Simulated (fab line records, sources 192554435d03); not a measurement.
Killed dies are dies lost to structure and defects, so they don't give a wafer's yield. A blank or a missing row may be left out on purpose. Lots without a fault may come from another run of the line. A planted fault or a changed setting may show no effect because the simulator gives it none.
Split-lot experiment | flow n5_finfet | 7 lots, 21 wafers read, on a route of 1938 steps

THE SPLIT
At N5_BEOL_M7_HM_DEP_02 (deposits TiN, target thk 20 nm), the setting target_thk_a was moved away from the recipe's 200 angstrom on 11 of the 21 wafers read, by -10.3% to +9.9%. The other wafers ran this setting at the recipe's value.

FROM THE SPLIT TO THE READING: what the file shows between them, 4 steps
- N5_BEOL_M7_COAT_59: time 60 s, resist thk 100 nm
- N5_BEOL_M7_COAT_60: time 60 s, resist thk 35 nm
- N5_BEOL_M7_STRIP_68: strips in N2/H2
- N5_BEOL_M7_STRIP_67: strips in CF4

THE READING
etch.depth_nm (the simulator's own value, which no gauge read), in nm, at N5_BEOL_M7_HM_OPEN_17 (chemistry Cl2/BCl3, target TiN, target depth 20 nm, overetch 6 nm). The file gives no usual value for it. The 10 wafers here that ran the recipe average 19.98 nm, standard deviation 0.2 nm.

wafer  | tool, chamber at the split | target_thk_a as run, angstrom | against the recipe | etch.depth_nm, nm | against lot-mates on the recipe
L074.1 | pvd_sputter-02, -          | 191.3                         | -4.3%              | 19.41             | -0.73
L074.4 | pvd_sputter-02, -          | 200                           | recipe             | 20.02             | -
L074.5 | pvd_sputter-02, -          | 200                           | recipe             | 20.26             | -
L077.1 | pvd_sputter-02, -          | 200                           | recipe             | 19.6              | -
L077.3 | pvd_sputter-02, -          | 207.7                         | +3.8%              | 20.63             | +1.03
L077.5 | pvd_sputter-02, -          | 207.7                         | +3.8%              | 20.46             | +0.86
L079.2 | pvd_sputter-03, -          | 200                           | recipe             | 19.97             | -
L079.4 | pvd_sputter-03, -          | 200                           | recipe             | 19.94             | -
L079.6 | pvd_sputter-03, -          | 200                           | recipe             | 20.01             | -
L080.2 | pvd_sputter-03, -          | 200                           | recipe             | 19.91             | -
L080.4 | pvd_sputter-03, -          | 191.4                         | -4.3%              | 18.97             | -0.94
L080.5 | pvd_sputter-03, -          | 191.4                         | -4.3%              | 18.97             | -0.94
L083.1 | pvd_sputter-01, -          | 179.4                         | -10.3%             | 17.94             | -1.82
L083.4 | pvd_sputter-01, -          | 200                           | recipe             | 19.76             | -
L083.6 | pvd_sputter-01, -          | 179.4                         | -10.3%             | 17.9              | -1.86
L094.1 | pvd_sputter-01, -          | 215.6                         | +7.8%              | 21.67             | +1.50
L094.3 | pvd_sputter-01, -          | 200                           | recipe             | 20.33             | -
L094.6 | pvd_sputter-01, -          | 200                           | recipe             | 20.02             | -
L095.2 | pvd_sputter-03, -          | 219.9                         | +9.9%              | 22.1              | no lot-mate on the recipe
L095.3 | pvd_sputter-03, -          | 219.9                         | +9.9%              | 22.04             | no lot-mate on the recipe
L095.5 | pvd_sputter-03, -          | 219.9                         | +9.9%              | 21.98             | no lot-mate on the recipe

THE FIT
A straight line over all 21 wafers: etch.depth_nm changes by +0.202 nm for each +1% of target_thk_a; r = +0.99; the points scatter about the line by 0.19 nm.
The same after taking each lot's own level away (the mean of its wafers on the recipe; 18 wafers): +0.191 nm for each +1%; r = +0.99; scatter 0.12 nm.
On that fit, the largest move of target_thk_a shifts the reading by 2 nm.
The lots' own levels span 19.600 to 20.175 nm, that is 2.9 times the standard deviation above.
So the lot-to-lot level changes the slope little: the two slopes agree.
Check: with one of the wafers moved furthest among these (-10.3%) left out of the fit, the line predicts -2 nm for it against its lot-mates. It came out at -1.82 nm against them.

OTHER SPLITS ON THESE WAFERS
These wafers also went through other splits before the reading. Each is held against what the fit with the lots' levels taken away leaves over:
other split on the same wafers | wafers away from the commonest value | r with etch.depth_nm (lot level and that fit taken away)
N5_BEOL_M7_PECVD_70 time_s     | 7                                    | +0.16

THE WHOLE CHAIN: every reading that the file lists as answering this split, in the file's order
step                  | what it does                                                      | reading                                                                          | change (the file's fit)               | r (the file's)
N5_BEOL_M7_HM_DEP_02  | deposits TiN, target thk 20 nm                                    | TiN_of_BEOL_M7_HM_DEP_02.thk_nm (the simulator's own value, which no gauge read) | +0.188 nm for each +1% of the setting | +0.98
N5_BEOL_M7_HM_OPEN_17 | chemistry Cl2/BCl3, target TiN, target depth 20 nm, overetch 6 nm | etch.depth_nm (the simulator's own value, which no gauge read)                   | +0.189 nm for each +1% of the setting | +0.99

THE FILE'S OWN FIT
etch.depth_nm changes by +0.189 nm for each +1% of target_thk_a, r = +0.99.
